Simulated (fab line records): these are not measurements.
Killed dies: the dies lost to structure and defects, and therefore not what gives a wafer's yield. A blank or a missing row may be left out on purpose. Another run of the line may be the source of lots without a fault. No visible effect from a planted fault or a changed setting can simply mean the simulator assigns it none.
One fault through the eyes of 2 desks + flow nand-harc + every desk sees just its own numbers, and what lay behind them comes last

METROLOGY DESK
Means of the sampled wafers that have a number, per lot and without regard to the tool the lot ran on: this is what the gauges read. If a lot's mean is further than 4 standard deviations from the usual mean, the lot is out of limits and carries the mark OUT (the distance appears in the brackets).
Columns: A = cd-nm at NHARC_P_CONTACT_CD_MEAS_19, usual 90.5 nm; B = cd-nm at NHARC_P_M0_CD_MEAS_09, usual 90.4 nm
| lot  | first seen here | A    | B               |
|------|-----------------|------|-----------------|
| L988 | day 5 16:14     | 87.9 | 90.8            |
| L989 | day 6 14:15     | 88.4 | 90.5            |
| L990 | day 6 22:11     | 90.2 | 91.7            |
| L992 | day 7 17:19     | 91.0 | 106.7 (+21) OUT |
| L995 | day 8 18:52     | 88.0 | 106.6 (+21) OUT |
| L998 | day 10 05:20    | 91.5 | 90.1            |
| L103 | day 12 06:55    | 91.7 | 90.3            |
| L105 | day 13 07:01    | 92.3 | 90.2            |
| L106 | day 13 07:02    | 89.9 | 90.1            |
| L107 | day 14 00:56    | 91.0 | 90.1            |
| L109 | day 14 11:44    | 88.8 | 89.8            |
| L110 | day 14 21:46    | 89.7 | 90.5            |
Finding of this desk: L992, L995 out of limits; the first was L992 at day 7 20:28, on cd-nm at NHARC_P_M0_CD_MEAS_09. L988, L989, L990, L998, L103, L105, L106, L107, L109, L110 stayed within limits.

TOOL OWNER'S DESK, litho-track-01
The tool's own readings at NHARC_P_M0_PEB_07 (peb time 65 s): means of the sampled wafers that have a number, for each lot that ran on this tool. If a lot's mean is further than 4 standard deviations from the usual mean, the lot is out of limits and carries the mark OUT (the distance appears in the brackets).
Columns: A = heater-power-total-W at NHARC_P_M0_PEB_07, usual 156.6 W; B = plate-temp-C at NHARC_P_M0_PEB_07, usual 100.02 C
| lot  | first seen here | A               | B                |
|------|-----------------|-----------------|------------------|
| L990 | day 7 01:15     | 156.8           | 99.91            |
| L992 | day 7 20:23     | 167.6 (+26) OUT | 105.17 (+40) OUT |
| L995 | day 8 22:50     | 167.8 (+26) OUT | 105.14 (+39) OUT |
Finding of this desk: L992, L995 out of limits; the first was L992 at day 7 20:23, on heater-power-total-W at NHARC_P_M0_PEB_07. L990 stayed within limits.

ALL TOGETHER
An alarm could have come from the tool owner's desk at day 7 20:23, on L992, L995.
On L992, L995, the metrology desk was in a position to raise an alarm at day 7 20:28.
All the named lots went through NHARC_P_M0_PEB_07 on litho-track-01.

WHAT HAD BEEN PUT IN BY THE SIMULATOR
Process parameters drifting: litho-track-01 at NHARC_P_M0_PEB_07, beginning at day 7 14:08. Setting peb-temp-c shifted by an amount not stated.
Shown lots that were struck: L992, L995.
Counting hours from when the fault started, the first reading out of limits came at 6 for the tool owner's desk and at 6 for the metrology desk.
